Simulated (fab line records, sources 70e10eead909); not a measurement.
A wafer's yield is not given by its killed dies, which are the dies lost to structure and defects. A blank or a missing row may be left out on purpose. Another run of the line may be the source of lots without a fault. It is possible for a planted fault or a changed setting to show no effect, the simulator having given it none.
Matching of chambers || flow nandHarc || NHARC_P_GATE_DESCUM_13 on rieDiel-11: 4 sister chambers
The step chemistry O2, time 3 s. 18 wafers are shown with their chamber, then 9 later ones without.

== EACH WAFER AND ITS CHAMBER ==
{"wafer": "L368.1", "chamber": 0, "showerheadPlenumPTorr (Torr)": 2.04, "oesProductAu (a.u.)": 0.989, "o2FlowSccm (sccm)": 200.7}
{"wafer": "L368.3", "chamber": 1, "showerheadPlenumPTorr (Torr)": 1.94, "oesProductAu (a.u.)": 1.004, "o2FlowSccm (sccm)": 200.3}
{"wafer": "L368.6", "chamber": 1, "showerheadPlenumPTorr (Torr)": 1.94, "oesProductAu (a.u.)": 0.996, "o2FlowSccm (sccm)": 200.3}
{"wafer": "L370.1", "chamber": 1, "showerheadPlenumPTorr (Torr)": 1.94, "oesProductAu (a.u.)": 1.000, "o2FlowSccm (sccm)": 200.4}
{"wafer": "L370.3", "chamber": 0, "showerheadPlenumPTorr (Torr)": 2.04, "oesProductAu (a.u.)": 0.979, "o2FlowSccm (sccm)": 201.6}
{"wafer": "L370.5", "chamber": 0, "showerheadPlenumPTorr (Torr)": 2.04, "oesProductAu (a.u.)": 0.987, "o2FlowSccm (sccm)": 201.0}
{"wafer": "L371.1", "chamber": 3, "showerheadPlenumPTorr (Torr)": 1.88, "oesProductAu (a.u.)": 1.005, "o2FlowSccm (sccm)": 199.7}
{"wafer": "L371.5", "chamber": 0, "showerheadPlenumPTorr (Torr)": 2.04, "oesProductAu (a.u.)": 0.995, "o2FlowSccm (sccm)": 200.9}
{"wafer": "L371.6", "chamber": 2, "showerheadPlenumPTorr (Torr)": 1.87, "oesProductAu (a.u.)": 0.982, "o2FlowSccm (sccm)": 199.3}
{"wafer": "L374.1", "chamber": 3, "showerheadPlenumPTorr (Torr)": 1.88, "oesProductAu (a.u.)": 1.012, "o2FlowSccm (sccm)": 199.4}
{"wafer": "L374.4", "chamber": 1, "showerheadPlenumPTorr (Torr)": 1.94, "oesProductAu (a.u.)": 1.000, "o2FlowSccm (sccm)": 200.0}
{"wafer": "L374.5", "chamber": 0, "showerheadPlenumPTorr (Torr)": 2.04, "oesProductAu (a.u.)": 0.989, "o2FlowSccm (sccm)": 199.6}
{"wafer": "L376.3", "chamber": 1, "showerheadPlenumPTorr (Torr)": 1.94, "oesProductAu (a.u.)": 0.993, "o2FlowSccm (sccm)": 200.0}
{"wafer": "L376.4", "chamber": 2, "showerheadPlenumPTorr (Torr)": 1.86, "oesProductAu (a.u.)": 0.975, "o2FlowSccm (sccm)": 200.0}
{"wafer": "L376.6", "chamber": 3, "showerheadPlenumPTorr (Torr)": 1.88, "oesProductAu (a.u.)": 1.011, "o2FlowSccm (sccm)": 199.7}
{"wafer": "L377.2", "chamber": 1, "showerheadPlenumPTorr (Torr)": 1.94, "oesProductAu (a.u.)": 0.982, "o2FlowSccm (sccm)": 201.2}
{"wafer": "L377.3", "chamber": 0, "showerheadPlenumPTorr (Torr)": 2.04, "oesProductAu (a.u.)": 0.994, "o2FlowSccm (sccm)": 200.3}
{"wafer": "L377.6", "chamber": 3, "showerheadPlenumPTorr (Torr)": 1.88, "oesProductAu (a.u.)": 1.005, "o2FlowSccm (sccm)": 200.0}

SIGNATURES, as means of the wafers listed above
{"reading": "showerheadPlenumPTorr", "chamber 0": 2.0400, "chamber 1": 1.9400, "chamber 2": 1.8650, "chamber 3": 1.8800, "scatter within a chamber": 0.00189}
{"reading": "oesProductAu", "chamber 0": 0.98883, "chamber 1": 0.99583, "chamber 2": 0.97850, "chamber 3": 1.00825, "scatter within a chamber": 0.00617}
{"reading": "o2FlowSccm", "chamber 0": 200.683, "chamber 1": 200.367, "chamber 2": 199.650, "chamber 3": 199.700, "scatter within a chamber": 0.515}
Rule: a wafer's distance from a chamber is the root of the sum, over the readings, of the square of ((its reading less the chamber's mean) divided by the reading's scatter). The wafer belongs to the nearest chamber; if the next one is less than 2 further off, it can't be placed. The scatter: the root of (the sum of the squares of (reading less its chamber's mean) over the shown wafers, divided by (wafers less chambers)).

== WAFERS WHOSE CHAMBER IS MISSING ==
{"wafer": "L378.2", "showerheadPlenumPTorr (Torr)": 1.94, "oesProductAu (a.u.)": 0.999, "o2FlowSccm (sccm)": 199.2}
{"wafer": "L378.3", "showerheadPlenumPTorr (Torr)": 2.04, "oesProductAu (a.u.)": 0.998, "o2FlowSccm (sccm)": 200.4}
{"wafer": "L378.5", "showerheadPlenumPTorr (Torr)": 2.04, "oesProductAu (a.u.)": 1.006, "o2FlowSccm (sccm)": 199.8}
{"wafer": "L388.1", "showerheadPlenumPTorr (Torr)": 1.88, "oesProductAu (a.u.)": 0.999, "o2FlowSccm (sccm)": 200.0}
{"wafer": "L388.2", "showerheadPlenumPTorr (Torr)": 1.86, "oesProductAu (a.u.)": 0.986, "o2FlowSccm (sccm)": 199.0}
{"wafer": "L388.4", "showerheadPlenumPTorr (Torr)": 1.93, "oesProductAu (a.u.)": 0.970, "o2FlowSccm (sccm)": 200.7}
{"wafer": "L389.1", "showerheadPlenumPTorr (Torr)": 1.93, "oesProductAu (a.u.)": 0.978, "o2FlowSccm (sccm)": 200.3}
{"wafer": "L389.3", "showerheadPlenumPTorr (Torr)": 1.88, "oesProductAu (a.u.)": 0.999, "o2FlowSccm (sccm)": 199.0}
{"wafer": "L389.6", "showerheadPlenumPTorr (Torr)": 1.88, "oesProductAu (a.u.)": 0.986, "o2FlowSccm (sccm)": 199.8}

== WHICH CHAMBER EACH ONE RAN IN ==
{"wafer": "L378.2", "from the rows above": 1, "in truth": 1}
{"wafer": "L378.3", "from the rows above": 0, "in truth": 0}
{"wafer": "L378.5", "from the rows above": 0, "in truth": 0}
{"wafer": "L388.1", "from the rows above": 3, "in truth": 3}
{"wafer": "L388.2", "from the rows above": 2, "in truth": 2}
{"wafer": "L388.4", "from the rows above": 1, "in truth": 1}
{"wafer": "L389.1", "from the rows above": 1, "in truth": 1}
{"wafer": "L389.3", "from the rows above": 3, "in truth": 3}
{"wafer": "L389.6", "from the rows above": 3, "in truth": 3}
Correctly placed: 9 of 9. From these rows, 0 cannot be placed. Placed wrongly: 0.
